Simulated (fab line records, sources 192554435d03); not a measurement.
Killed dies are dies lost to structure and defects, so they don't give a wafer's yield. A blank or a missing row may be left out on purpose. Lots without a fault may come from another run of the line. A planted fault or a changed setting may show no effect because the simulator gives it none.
fab line records | flow n5_finfet
record lots=6 wafers=16 last_day=17
route steps=1938 shown BEOL_M3@962 BEOL_M4@1111 PASSIVATION@1936
lots that met no fault: from a run of the same line without faults
start_h: hours from the record's first day to the start of the lot's first wafer shown | wait_h: hours since the lot's step before | " the same as in the row above | L1.1+2: a row that stands for several wafers | - no value, or no start given | * or withheld: withheld | < > ~ a bound
route shown NAME@n: a module of which the file shows steps, and the number in the route of the first | usual: mean/standard deviation of fault-free wafers | same: alike in all rows | chamber/n: place in a boat | sites: the reading at each site | _std_site: their standard deviation | _edge_site: outer sites' mean less inner sites' | radius_mm: how far each site lies from the wafer's centre | mask NAME#n: copy n | behind: the tool/chamber that last shaped the wafer | hold: why the lot was held/for how many hours/how that ended | device: the transistor (n, p or np) that didn't switch | end of line: the same wafers' tests at the end of the route | a step without rows: its recipe alone | killed: dies lost to structure and defects at the first sort, not the wafer's yield | map: a wafer's dies, x killed, . not, _ none there
set.NAME: the setting as run; set.NAME@STEP: as run at that earlier step | model.NAME: the simulator's own value behind a step, which no gauge read
lots at some steps of the route; a table a step, a row a wafer
services: from which hour (start_h, from the record's first day; less than 0 if before it) a tool's chamber was out of use, for how many hours, and why
## steps
# step N5_BEOL_M3_SOFTBAKE_23
# recipe temp_c=110 time_s=60 resist=CAR-EUV
# step N5_BEOL_M3_EXPOSE_25
# recipe mask_id=V2 na=0.33 source_shape=quasar sigma_inner=0.2 sigma_outer=0.8 polarization=unpolarized defocus_nm=5 dose_mj=63
# step N5_BEOL_M3_PEB_26
# recipe peb_temp_c=100 peb_time_s=60 resist=CAR-EUV
# step N5_BEOL_M3_DEVELOP_27
# recipe develop_time_s=30 developer=TMAH resist=CAR-EUV rinse_liquid=surfactant_rinse dry=air_spin dev_temp_c=23
# step N5_BEOL_M3_CD_MEAS_28
# recipe target_cd_nm=25.7 landing_energy_ev=500 detector=se_inlens target_cd_y_nm=23.3 polarity=opening
# usual cd_nm=25.68/0.24
# columns lot.wafer tool chamber start_h wait_h cd_nm
L289.4 cd_sem-01 0 167.98 - 25.81
L289.5 " 0 " " 25.71
L289.6 " 0 " " 25.74
L290.2 cd_sem-01 0 184.17 - 25.98
L290.3 " 0 " " 25.91
L290.4 " 0 " " 25.67
L295.2 cd_sem-03 0 212.31 - 25.81
L295.5 " 0 " " 25.78
L297.5 cd_sem-01 0 226.92 - 25.73
L297.6 " 0 " " 25.59
L302.4 cd_sem-01 0 251.77 - 25.91
L302.5 " 0 " " 25.74
L302.6 " 0 " " 25.61
L306.1 cd_sem-03 0 281.77 - 25.67
L306.4 " 0 " " 25.88
L306.5 " 0 " " 25.53
# step N5_BEOL_M3_OVL_MEAS_29
# recipe points_per_wafer=522
# usual V2_OVL=-0.2/0.66
# same points_per_wafer=522
# columns lot.wafer tool chamber start_h wait_h V2_OVL[nm]
L289.4 overlay-02 0 168.02 0.0 0.2
L289.5 " 0 " " -0.1
L289.6 " 0 " " -0.5
L290.2 overlay-02 0 184.21 0.0 0.4
L290.3 " 0 " " 0.3
L290.4 " 0 " " -0.2
L295.2 overlay-01 0 212.35 0.0 -1.1
L295.5 " 0 " " -0.6
L297.5 overlay-01 0 226.96 0.0 0.8
L297.6 " 0 " " 0.2
L302.4 overlay-01 0 251.81 0.0 1.1
L302.5 " 0 " " 0.4
L302.6 " 0 " " 0.4
L306.1 overlay-02 0 281.80 0.0 -0.3
L306.4 " 0 " " -0.5
L306.5 " 0 " " -0.3
# step N5_BEOL_M3_INSPECT_30
# recipe mode=adi inspect_instrument=brightfield
# usual raw_defect_count=387/98
# columns lot.wafer tool chamber start_h wait_h raw_defect_count
L289.4 defect_inspect-02 - 168.07 0.0 356
L289.5 " - " " 285
L289.6 " - " " 288
L290.2 defect_inspect-02 - 184.26 0.0 308
L290.3 " - " " 283
L290.4 " - " " 270
L295.2 defect_inspect-01 - 212.40 0.0 351
L295.5 " - " " 482
L297.5 defect_inspect-01 - 227.00 0.0 322
L297.6 " - " " 453
L302.4 defect_inspect-01 - 251.85 0.0 404
L302.5 " - " " 307
L302.6 " - " " 381
L306.1 defect_inspect-01 - 281.85 0.1 324
L306.4 " - " " 356
L306.5 " - " " 292
# step N5_BEOL_M3_DESCUM_33
# recipe chemistry=O2 time_s=7 source_power_w=50 bias_power_w=20 pressure_mtorr=20 rf_frequency_hz=2.712e+07 temp_c=40 resist=CAR-EUV o2_flow_sccm=225
# usual drypump_motor_current_A=5.8/0.37 oes_product_au=0.75/0.076 rf_fwd_power_W=49.32/0.24 rf_vpp_V=243.0/1.4 showerhead_plenum_p_Torr=2.08/0.071 throttle_valve_pct=20.49/0.22
# columns lot.wafer tool chamber start_h wait_h drypump_motor_current_A oes_product_au rf_fwd_power_W rf_hours_counter_h rf_vpp_V showerhead_plenum_p_Torr throttle_valve_pct
L289.4 rie_diel-02 1 168.10 0.0 5.8 0.96 49.21 18 242.1 2.06 20.20
L289.5 " 2 " " 5.1 0.70 49.62 - 243.9 2.08 20.64
L289.6 " 3 " " 5.4 0.82 49.48 - 242.8 2.10 19.91
L290.2 rie_diel-03 0 184.29 0.0 5.7 0.73 49.38 186 243.4 2.20 20.70
L290.3 " 1 " " 6.2 0.75 49.01 169 243.2 2.14 20.62
L290.4 " 3 " " 5.7 0.74 49.36 - 241.2 2.00 20.53
L295.2 rie_diel-02 2 212.44 0.0 5.1 0.69 49.34 207 243.4 2.08 20.66
L295.5 " 0 " " 6.3 0.72 48.72 - 242.2 2.03 20.59
L297.5 rie_diel-01 2 227.09 0.1 6.3 0.74 49.46 - 241.1 1.99 20.34
L297.6 " 3 " " 5.4 0.71 49.44 - 242.6 2.08 20.50
L302.4 rie_diel-01 2 252.39 0.5 6.3 0.72 49.37 178 241.7 1.99 20.35
L302.5 " 1 " " 5.5 0.71 49.52 - 242.5 2.07 20.59
L302.6 " 2 " " 6.3 0.73 49.35 - 241.4 1.99 20.34
L306.1 rie_diel-01 3 281.89 0.0 5.4 0.70 49.28 205 243.2 2.07 20.54
L306.4 " 2 " " 6.3 0.72 49.38 - 243.0 1.98 20.36
L306.5 " 1 " " 5.5 0.70 49.30 - 242.8 2.06 20.59
# step N5_BEOL_M3_ETCH_77
# recipe chemistry=N2/H2 target=underlayer target_depth_a=65 mask_material=CAR-EUV time_s=5.2 ion_energy_ev=200 pressure_mtorr=30 source_w=840 bias_w=150 n2_flow_sccm=200 h2_flow_sccm=200 ends=cleared
# usual drypump_motor_current_A=5.8/0.37 etch_rf_on_time_s=5.18/0.21 oes_product_au=0.64/0.067 rf_fwd_power_W=819.1/2.6 rf_vpp_V=523.7/2.4 showerhead_plenum_p_Torr=2.53/0.082 throttle_valve_pct=17.93/0.29
# columns lot.wafer tool chamber start_h wait_h drypump_motor_current_A etch_rf_on_time_s oes_product_au rf_fwd_power_W rf_hours_counter_h rf_vpp_V showerhead_plenum_p_Torr throttle_valve_pct
L289.4 rie_diel-02 1 168.13 0.0 5.8 5.09 0.80 821.9 18 522.8 2.49 17.55
L289.5 " 2 " " 5.1 5.00 0.60 820.4 - 523.7 2.53 18.02
L289.6 " 3 " " 5.3 5.16 0.69 819.0 - 524.3 2.56 17.43
L290.2 rie_diel-03 0 184.33 0.0 5.7 5.49 0.61 820.3 186 528.1 2.64 17.85
L290.3 " 1 " " 6.3 5.15 0.65 819.6 169 525.6 2.64 18.19
L290.4 " 3 " " 5.8 5.04 0.62 817.8 - 520.8 2.39 17.70
L295.2 rie_diel-02 2 212.47 0.0 5.1 5.08 0.59 818.4 207 523.3 2.52 18.05
L295.5 " 0 " " 6.3 5.35 0.61 818.5 - 523.7 2.54 18.53
L297.5 rie_diel-01 2 227.12 0.0 6.3 5.12 0.64 818.3 - 519.6 2.45 18.09
L297.6 " 3 " " 5.4 5.59 0.59 823.7 - 523.0 2.53 17.95
L302.4 rie_diel-01 2 252.43 0.0 6.3 5.13 0.65 823.2 178 519.1 2.45 18.12
L302.5 " 1 " " 5.5 5.04 0.61 814.3 - 523.0 2.51 18.00
L302.6 " 2 " " 6.2 5.11 0.65 823.2 - 522.0 2.45 18.12
L306.1 rie_diel-01 3 281.92 0.0 5.4 5.70 0.58 813.3 205 525.2 2.52 17.95
L306.4 " 2 " " 6.3 5.10 0.63 820.2 - 520.9 2.44 18.13
L306.5 " 1 " " 5.5 5.04 0.60 815.7 - 521.4 2.50 18.03
# step N5_BEOL_M3_ETCH_69
# recipe chemistry=CF4 target=SiARC target_depth_a=156 mask_material=CAR-EUV time_s=26 ion_energy_ev=80 pressure_mtorr=40 source_w=545 bias_w=36 Ar_flow_sccm=100 cf4_flow_sccm=100 ends=cleared
# usual drypump_motor_current_A=5.8/0.37 etch_rf_on_time_s=26.0/1.1 oes_product_au=0.64/0.066 rf_fwd_power_W=531.8/1.6 rf_vpp_V=183.9/1.1 showerhead_plenum_p_Torr=2.13/0.064 throttle_valve_pct=15.73/0.25
# columns lot.wafer tool chamber start_h wait_h drypump_motor_current_A etch_rf_on_time_s oes_product_au rf_fwd_power_W rf_hours_counter_h rf_vpp_V showerhead_plenum_p_Torr throttle_valve_pct
L289.4 rie_diel-02 1 168.15 0.0 5.8 25.6 0.81 529.4 18 182.8 2.12 15.42
L289.5 " 2 " " 5.1 25.5 0.60 532.2 - 183.8 2.12 15.81
L289.6 " 3 " " 5.3 26.4 0.69 530.4 - 184.6 2.14 15.14
L290.2 rie_diel-03 0 184.34 0.0 5.7 27.4 0.61 532.4 186 185.4 2.20 15.65
L290.3 " 1 " " 6.2 26.2 0.64 531.4 169 183.9 2.23 15.99
L290.4 " 3 " " 5.8 24.6 0.63 532.0 - 184.0 2.04 15.64
L295.2 rie_diel-02 2 212.49 0.0 5.1 25.2 0.59 528.0 207 184.2 2.11 15.86
L295.5 " 0 " " 6.3 26.5 0.61 533.3 - 184.2 2.14 16.09
L297.5 rie_diel-01 2 227.16 0.0 6.3 26.1 0.64 527.2 - 182.6 2.05 15.64
L297.6 " 3 " " 5.4 28.6 0.59 529.2 - 183.2 2.14 15.78
L302.4 rie_diel-01 2 252.44 0.0 6.3 26.0 0.63 528.6 178 183.8 2.05 15.67
L302.5 " 1 " " 5.5 25.1 0.62 532.2 - 183.3 2.13 15.95
L302.6 " 2 " " 6.3 26.0 0.64 532.7 - 182.6 2.05 15.68
L306.1 rie_diel-01 3 281.94 0.0 5.4 28.3 0.58 533.8 205 184.5 2.13 15.83
L306.4 " 2 " " 6.3 25.4 0.63 532.3 - 184.4 2.05 15.68
L306.5 " 1 " " 5.5 25.1 0.61 532.6 - 183.3 2.13 15.94
# step N5_BEOL_M3_ALD_98
# recipe material=SiO2 target_thk_a=25 temp_c=100 ald_precursor_family=BDEAS ald_co_reactant=O2-plasma pulse_time_s=1 co_reactant_pulse_time_s=1 purge_time_s=2 co_reactant_purge_time_s=2 ald_cycles=17 pressure_torr=2
# usual heater_power_w=78/10 precursor_pulse_height_rel=1.000/0.02
# same co_reactant_pulse_time_s=1
# columns lot.wafer tool chamber start_h wait_h heater_power_w precursor_pulse_height_rel
L289.4 ald_sin-01 1 168.23 0.1 84 0.957
L289.5 " 1 " " 85 1.004
L289.6 " 2 " " 99 0.980
L290.2 ald_sin-04 1 184.43 0.1 80 1.016
L290.3 " 3 " " 62 0.993
L290.4 " 0 " " 78 0.995
L295.2 ald_sin-03 3 213.21 0.7 83 1.013
L295.5 " 3 " " 80 0.999
L297.5 ald_sin-01 0 227.26 0.1 66 0.999
L297.6 " 1 " " 81 0.978
L302.4 ald_sin-04 1 252.85 0.4 79 0.965
L302.5 " 1 " " 78 1.004
L302.6 " 2 " " 85 1.002
L306.1 ald_sin-01 3 282.63 0.7 74 0.985
L306.4 " 2 " " 92 1.033
L306.5 " 3 " " 76 0.984
# step N5_BEOL_M3_ETCHBACK_99
# recipe chemistry=CHF3 target=SiO2 target_depth_a=50 time_s=10.4 source_w=215 bias_w=47 Ar_flow_sccm=200 CHF3_flow_sccm=12 ion_energy_ev=100 pressure_mtorr=30
# usual drypump_motor_current_A=5.7/0.39 oes_product_au=0.76/0.081 rf_fwd_power_W=212.2/1 rf_vpp_V=241/7.8 showerhead_plenum_p_Torr=2.13/0.056 throttle_valve_pct=17.16/0.29
# columns lot.wafer tool chamber start_h wait_h drypump_motor_current_A oes_product_au rf_fwd_power_W rf_hours_counter_h rf_vpp_V showerhead_plenum_p_Torr throttle_valve_pct
L289.4 rie_diel-01 3 173.94 5.7 5.4 0.72 212.2 168 243 2.16 17.22
L289.5 " 0 " " 5.7 0.71 212.8 - 250 2.11 16.99
L289.6 " 3 " " 5.4 0.72 211.7 - 243 2.16 17.20
L290.2 rie_diel-01 3 185.65 1.2 5.5 0.71 212.9 169 245 2.16 17.23
L290.3 " 0 " " 5.7 0.69 212.8 239 251 2.11 17.02
L290.4 " 2 " " 6.3 0.76 211.7 151 252 2.04 16.94
L295.2 rie_diel-01 3 214.34 1.1 5.4 0.71 213.6 180 245 2.15 17.23
L295.5 " 3 " " 5.4 0.71 213.8 - 244 2.16 17.23
L297.5 rie_diel-01 3 232.46 5.2 5.4 0.71 211.5 - 244 2.15 17.22
L297.6 " 2 " " 6.3 0.75 211.6 - 251 2.04 16.96
L302.4 rie_diel-03 3 258.80 5.9 5.8 0.72 213.0 213 226 2.03 17.12
L302.5 " 2 " " 6.0 0.96 211.7 - 242 2.27 17.01
L302.6 " 3 " " 5.7 0.72 212.0 - 226 2.03 17.12
L306.1 rie_diel-02 1 287.06 4.4 5.8 0.86 212.5 58 244 2.10 16.88
L306.4 " 0 " " 6.3 0.69 210.6 234 231 2.15 17.65
L306.5 " 1 " " 5.8 0.86 212.7 - 245 2.10 16.88
# step N5_BEOL_M3_ETCH_70
# recipe chemistry=N2/H2 target=SOC target_depth_a=800 overetch_a=160 mask_material=SiARC temp_c=40 time_s=120 ion_energy_ev=200 pressure_mtorr=30 source_w=840 bias_w=150 n2_flow_sccm=200 h2_flow_sccm=200
# usual drypump_motor_current_A=5.7/0.39 oes_product_au=0.58/0.059 rf_fwd_power_W=834.8/2.9 rf_vpp_V=523.2/1.8 run_length_s=143.1/0.36 showerhead_plenum_p_Torr=2.52/0.057 throttle_valve_pct=17.9/0.32
# columns lot.wafer tool chamber start_h wait_h drypump_motor_current_A oes_product_au rf_fwd_power_W rf_hours_counter_h rf_vpp_V run_length_s showerhead_plenum_p_Torr throttle_valve_pct
L289.4 rie_diel-01 3 173.97 0.0 5.4 0.56 833.6 168 523.8 143.1 2.53 17.9
L289.5 " 0 " " 5.7 0.53 836.6 - 523.4 143.6 2.51 17.7
L289.6 " 3 " " 5.4 0.57 833.2 - 524.7 143.3 2.53 17.8
L290.2 rie_diel-01 3 185.69 0.0 5.4 0.56 837.7 169 522.0 143.8 2.53 17.9
L290.3 " 0 " " 5.7 0.53 837.2 240 524.0 143.2 2.50 17.7
L290.4 " 2 " " 6.3 0.59 834.4 151 521.4 143.0 2.46 18.0
L295.2 rie_diel-01 3 214.37 0.0 5.5 0.59 - 180 522.7 136.5 2.53 17.9
L295.5 " 3 " " 5.5 0.56 837.1 - 522.9 143.2 2.53 17.9
L297.5 rie_diel-01 3 232.52 0.0 5.4 0.55 836.7 - 523.2 143.5 2.53 17.9
L297.6 " 2 " " 6.2 0.60 - - 520.9 136.1 2.45 18.1
L302.4 rie_diel-03 3 258.84 0.0 5.8 0.54 834.1 213 520.1 142.9 2.39 17.7
L302.5 " 2 " " 6.0 0.73 835.2 - 528.6 143.9 2.68 17.7
L302.6 " 3 " " 5.8 0.54 831.8 - 519.9 142.8 2.39 17.7
L306.1 rie_diel-02 1 287.09 0.0 5.8 0.66 828.6 58 521.6 142.5 2.47 17.5
L306.4 " 0 " " 6.3 0.54 827.8 234 522.8 142.6 2.53 18.6
L306.5 " 1 " " 5.8 0.67 833.3 - 522.4 142.7 2.47 17.6
# step N5_BEOL_M3_STRIP_71
# recipe chemistry=N2/H2 temp_c=40 n2_flow_sccm=200 h2_flow_sccm=200 rf_frequency_hz=6e+07
# step N5_BEOL_M4_RC_MEAS_101
# usual DIBL_N=37.5/2 DIBL_P=37.5/2.5 IOFF_N=0.18/0.042 IOFF_P=0.24/0.046 ION_N=677/15 ION_P=464/9.5 SS_N=72.0/0.76 SS_P=73.6/0.79 VT_N=249/3.5 VT_P=-249/3.2
# columns lot.wafer tool chamber start_h wait_h DIBL_N[mV/V] DIBL_P[mV/V] IOFF_N[nA/um] IOFF_P[nA/um] ION_N[uA/um] ION_P[uA/um] SS_N[mV/dec] SS_P[mV/dec] VT_N[mV] VT_P[mV]
L289.4 prober-01 0 195.50 0.5 39.9 41.6 0.27 0.35 674 451 73.4 75.9 244 -248
L289.5 " 0 " " 38.8 38.5 0.25 0.25 688 461 73.1 73.8 245 -249
L289.6 " 0 " " 34.3 35.8 0.15 0.19 687 469 71.6 73.0 251 -252
L290.2 prober-02 0 202.85 0.2 34.9 34.9 0.14 0.22 670 465 70.9 73.4 251 -245
L290.3 " 0 " " 36.9 35.5 0.16 0.22 676 469 71.6 73.9 249 -246
L290.4 " 0 " " 39.7 40.2 0.22 0.33 670 468 72.1 74.7 248 -245
L295.2 prober-01 0 228.36 0.2 37.0 38.0 0.19 0.20 665 449 73.0 72.5 248 -252
L295.5 " 0 " " 38.6 40.8 0.21 0.24 695 468 72.7 74.7 247 -250
L297.5 prober-02 0 247.82 0.6 38.6 39.0 0.20 0.24 684 460 72.6 74.3 249 -250
L297.6 " 0 " " 36.4 36.3 0.17 0.21 672 459 71.6 73.0 253 -252
L302.4 prober-01 0 274.13 0.5 40.1 39.0 0.21 0.26 674 465 72.5 73.9 246 -244
L302.5 " 0 " " 40.2 38.9 0.20 0.27 671 464 72.6 74.6 248 -246
L302.6 " 0 " " 38.5 38.0 0.18 0.27 680 470 72.1 73.4 248 -247
L306.1 prober-01 0 305.25 0.0 39.0 37.2 0.21 0.22 659 448 72.9 74.2 250 -253
L306.4 " 0 " " 37.8 37.0 0.19 0.22 703 469 72.0 73.6 248 -250
L306.5 " 0 " " 37.5 37.1 0.18 0.21 693 473 71.9 73.5 246 -253
# step N5_PASSIVATION_PROBE_49
# usual defect_limited_yield=91.8/1.5 killed_at_M0_to_M3=33/11 killed_at_M4_up=13/5 killed_at_contacts=11/5.6 killed_at_front_end=36/12 killed_at_other=3.4/2.5 killed_dies=97/18 killed_open=64/13 killed_short=31/6.9 sort_bin_4_leakage=0.01/0.048 sort_bin_5_function=4.8/1 sort_bin_6_memory=3.1/0.64 sort_n_pass=1083/18 sort_yield_pct=91.8/1.5
# same gross_dies=1180 killed_at_back_side=0 sort_bin_8_speed[%]=0
# columns lot.wafer tool chamber start_h wait_h defect_limited_yield[%] killed_at_M0_to_M3 killed_at_M4_up killed_at_contacts killed_at_front_end killed_at_other killed_dies killed_open killed_short sort_bin_4_leakage[%] sort_bin_5_function[%] sort_bin_6_memory[%] sort_n_pass sort_yield_pct[%]
L289.4 prober-01 - 296.39 0.2 91.8 39 12 9 34 3 97 70 25 0.08 4.5 3.3 1082 91.7
L289.5 prober-01 - 296.44 0.2 92.2 46 6 10 28 2 92 59 31 0 4.7 3.1 1088 92.2
L289.6 prober-01 - 296.49 0.3 92.7 32 10 5 37 2 86 63 23 0 4.2 2.8 1094 92.7
L290.2 prober-02 - 300.60 0.1 93.1 20 7 13 39 2 81 55 26 0 4.1 2.4 1099 93.1
L290.3 prober-02 - 300.65 0.1 94.3 18 7 12 26 4 67 48 18 0 3.2 2.2 1113 94.3
L290.4 prober-02 - 300.70 0.2 93.6 18 10 9 34 5 76 47 28 0 3.4 3.1 1104 93.6
L295.2 prober-01 - 327.79 0.4 91.5 14 20 12 51 3 100 67 32 0 5.4 2.8 1080 91.5
L295.5 prober-01 - 327.94 0.5 92.4 29 9 11 36 5 90 57 33 0 4.2 3.3 1090 92.4
L297.5 prober-02 - 348.12 0.2 91.8 24 17 23 30 3 97 63 31 0 5.3 2.5 1083 91.8
L297.6 prober-02 - 348.17 0.3 91.9 22 14 20 34 6 96 60 34 0 4.9 3.1 1084 91.9
L302.4 prober-01 - 374.10 0.2 93.1 19 3 12 41 6 81 51 29 0 3.3 3.1 1099 93.1
L302.5 prober-01 - 374.15 0.2 93.5 12 12 5 45 3 77 35 30 0 3.1 2.6 1103 93.5
L302.6 prober-01 - 374.20 0.3 90.9 39 18 10 33 7 107 58 43 0 5.3 2.8 1073 90.9
L306.1 prober-02 - 409.38 0.0 93.8 16 20 6 27 4 73 51 22 0 3.6 2.6 1107 93.8
L306.4 prober-02 - 409.53 0.2 91.9 34 16 10 33 2 95 68 27 0 4.2 3.6 1085 91.9
L306.5 prober-02 - 409.58 0.2 91.6 36 13 20 28 2 99 69 29 0 4.2 3.6 1081 91.6
# killed by level:class
L289.4 BEOL_M3:geometric_particle:open=10 BEOL_M0_SAQP:geometric_particle:open=9 MOL_CONTACT_COAG:geometric_particle:open=8 FIN_SAQP:geometric_particle:open=7 BEOL_M1:geometric_particle:open=6 BEOL_M0_SAQP:geometric_particle:short=5 BEOL_M2:geometric_particle:open=5 FIN_SAQP:geometric_particle:short=4
L289.5 BEOL_M3:geometric_particle:open=15 MOL_CONTACT_COAG:geometric_particle:open=9 FIN_SAQP:geometric_particle:short=7 BEOL_M0_SAQP:geometric_particle:short=7 FIN_SAQP:geometric_particle:open=6 BEOL_M0_SAQP:geometric_particle:open=6 BEOL_M1:geometric_particle:open=6 BEOL_M3:geometric_particle:short=5
L289.6 BEOL_M3:geometric_particle:open=12 FIN_SAQP:geometric_particle:short=7 BEOL_M0_SAQP:geometric_particle:short=7 STI_FIN_REVEAL:geometric_particle:open=6 DUMMY_GATE:geometric_particle:open=6 FIN_SAQP:geometric_particle:open=5 FIN_CUT:geometric_particle:open=5 BEOL_M0_SAQP:geometric_particle:open=5
L290.2 STI_FIN_REVEAL:geometric_particle:open=11 MOL_CONTACT_COAG:geometric_particle:open=10 FIN_SAQP:geometric_particle:open=8 BEOL_M3:geometric_particle:open=7 FIN_SAQP:geometric_particle:short=5 GATE_CUT:geometric_particle:short=5 BEOL_M0_SAQP:geometric_particle:open=4 MOL_CONTACT_COAG:geometric_particle:short=3
L290.3 MOL_CONTACT_COAG:geometric_particle:open=12 BEOL_M0_SAQP:geometric_particle:open=9 FIN_SAQP:geometric_particle:short=5 STI_FIN_REVEAL:geometric_particle:open=5 DUMMY_GATE:geometric_particle:open=3 BEOL_M2:geometric_particle:open=3 FIN_SAQP:geometric_particle:open=2 GATE_CUT:geometric_particle:short=2
L290.4 MOL_CONTACT_COAG:geometric_particle:open=8 FIN_SAQP:geometric_particle:open=6 STI_FIN_REVEAL:geometric_particle:open=5 DUMMY_GATE:geometric_particle:open=5 BEOL_M0_SAQP:geometric_particle:short=5 BEOL_M3:geometric_particle:open=4 FIN_SAQP:geometric_particle:short=3 GATE_CUT:geometric_particle:short=3
L295.2 STI_FIN_REVEAL:geometric_particle:open=15 FIN_SAQP:geometric_particle:short=13 MOL_CONTACT_COAG:geometric_particle:open=10 FIN_SAQP:geometric_particle:open=9 BEOL_M4:geometric_particle:open=8 DUMMY_GATE:geometric_particle:open=5 BEOL_M1:geometric_particle:open=5 BEOL_M1:geometric_particle:short=4
L295.5 STI_FIN_REVEAL:geometric_particle:open=12 MOL_CONTACT_COAG:geometric_particle:open=9 BEOL_M0_SAQP:geometric_particle:open=8 BEOL_M0_SAQP:geometric_particle:short=8 FIN_SAQP:geometric_particle:open=5 FIN_SAQP:geometric_particle:short=5 BEOL_M1:geometric_particle:open=4 BEOL_M4:geometric_particle:open=4
L297.5 MOL_CONTACT_COAG:geometric_particle:open=18 BEOL_M0_SAQP:geometric_particle:short=8 BEOL_M0_SAQP:geometric_particle:open=7 FIN_SAQP:geometric_particle:open=6 DUMMY_GATE:geometric_particle:open=6 MOL_CONTACT_COAG:geometric_particle:short=5 FIN_SAQP:geometric_particle:short=4 STI_FIN_REVEAL:geometric_particle:open=4
L297.6 MOL_CONTACT_COAG:geometric_particle:open=17 BEOL_M0_SAQP:geometric_particle:open=11 FIN_SAQP:geometric_particle:short=10 FIN_SAQP:geometric_particle:open=8 BEOL_M0_SAQP:geometric_particle:short=8 DUMMY_GATE:geometric_particle:open=6 BEOL_M5:geometric_particle:open=4 BEOL_M4:geometric_particle:open=3
L302.4 FIN_SAQP:geometric_particle:short=15 FIN_SAQP:geometric_particle:open=11 MOL_CONTACT_COAG:geometric_particle:open=8 BEOL_M3:geometric_particle:open=8 STI_FIN_REVEAL:geometric_particle:open=5 STARTING-WAFER:geometric_particle:open=4 MOL_CONTACT_COAG:geometric_particle:short=3 BEOL_M0_SAQP:geometric_particle:open=3
L302.5 FIN_SAQP:geometric_particle:open=11 FIN_SAQP:geometric_particle:short=10 HKMG_FIN:area_etch=8 GATE_CUT:geometric_particle:short=5 BEOL_M4:geometric_particle:short=5 MOL_CONTACT_COAG:geometric_particle:open=3 BEOL_M2:geometric_particle:open=3 SDB:geometric_particle:short=2
L302.6 BEOL_M3:geometric_particle:open=16 MOL_CONTACT_COAG:geometric_particle:open=9 BEOL_M0:geometric_particle:short=7 FIN_SAQP:geometric_particle:short=5 FIN_SAQP:geometric_particle:open=4 BEOL_M2:geometric_particle:open=4 BEOL_M6:geometric_particle:open=4 HKMG_FIN:area_etch=4
L306.1 BEOL_M4:geometric_particle:open=9 STI_FIN_REVEAL:geometric_particle:open=7 BEOL_M0_SAQP:geometric_particle:open=7 FIN_SAQP:geometric_particle:short=5 FIN_SAQP:geometric_particle:open=5 MOL_CONTACT_COAG:geometric_particle:open=4 BEOL_M3:geometric_particle:open=4 DUMMY_GATE:geometric_particle:open=3
L306.4 BEOL_M3:geometric_particle:open=18 BEOL_M4:geometric_particle:open=11 DUMMY_GATE:geometric_particle:open=7 MOL_CONTACT_COAG:geometric_particle:open=7 STI_FIN_REVEAL:geometric_particle:open=6 BEOL_M2:geometric_particle:open=5 FIN_SAQP:geometric_particle:short=4 BEOL_M0_SAQP:geometric_particle:short=4
L306.5 MOL_CONTACT_COAG:geometric_particle:open=16 BEOL_M0_SAQP:geometric_particle:open=10 BEOL_M0_SAQP:geometric_particle:short=9 STI_FIN_REVEAL:geometric_particle:open=7 DUMMY_GATE:geometric_particle:open=6 MOL_CONTACT_COAG:geometric_particle:short=4 BEOL_M2:geometric_particle:open=4 BEOL_M3:geometric_particle:open=4
## services
# columns tool chamber start_h hours kind
rie_diel-01 3 176.74 8.3 repair
ald_sin-01 - 176.75 14.0 pm
ald_sin-01 0 176.75 14.0 vent_cycle
ald_sin-01 1 176.75 14.0 vent_cycle
ald_sin-01 2 176.75 14.0 vent_cycle
ald_sin-01 3 176.75 14.0 vent_cycle
rie_diel-03 2 181.29 - clean
rie_diel-03 2 181.29 - consumable_replace:focus_ring
rie_diel-03 2 181.29 - consumable_replace:showerhead
rie_diel-03 2 181.29 19.7 scheduled_down
rie_diel-03 2 181.29 19.7 vent_cycle
ald_sin-01 0 190.75 - clean
ald_sin-01 1 190.75 - clean
ald_sin-01 2 190.75 - clean
ald_sin-01 3 190.75 - clean
rie_diel-03 - 234.90 15.6 pm
ald_sin-03 - 269.08 14.0 pm
ald_sin-03 0 269.08 14.0 vent_cycle
ald_sin-03 1 269.08 14.0 vent_cycle
ald_sin-03 2 269.08 14.0 vent_cycle
rie_diel-01 0 270.83 - clean
rie_diel-01 0 270.83 - consumable_replace:focus_ring
rie_diel-01 0 270.83 24.0 scheduled_down
rie_diel-01 0 270.83 24.0 vent_cycle
## key
first_sign step=N5_BEOL_M3_ETCH_70 reading=run_length_s direction=down sigmas=19 usual=* struck=*
effect none on later readings
met_at N5_BEOL_M3_ETCH_70
struck_wafers L295.2,L297.6
onset_between 185.69 214.37
fault kind=process_parameter_drift tool=rie_diel-01 chamber=- onset_h=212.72 steps=N5_BEOL_M3_ETCH_70 channel=time_s offset=* shape=step end_h=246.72 scope=struck_wafers_only acts_in=* stated=*
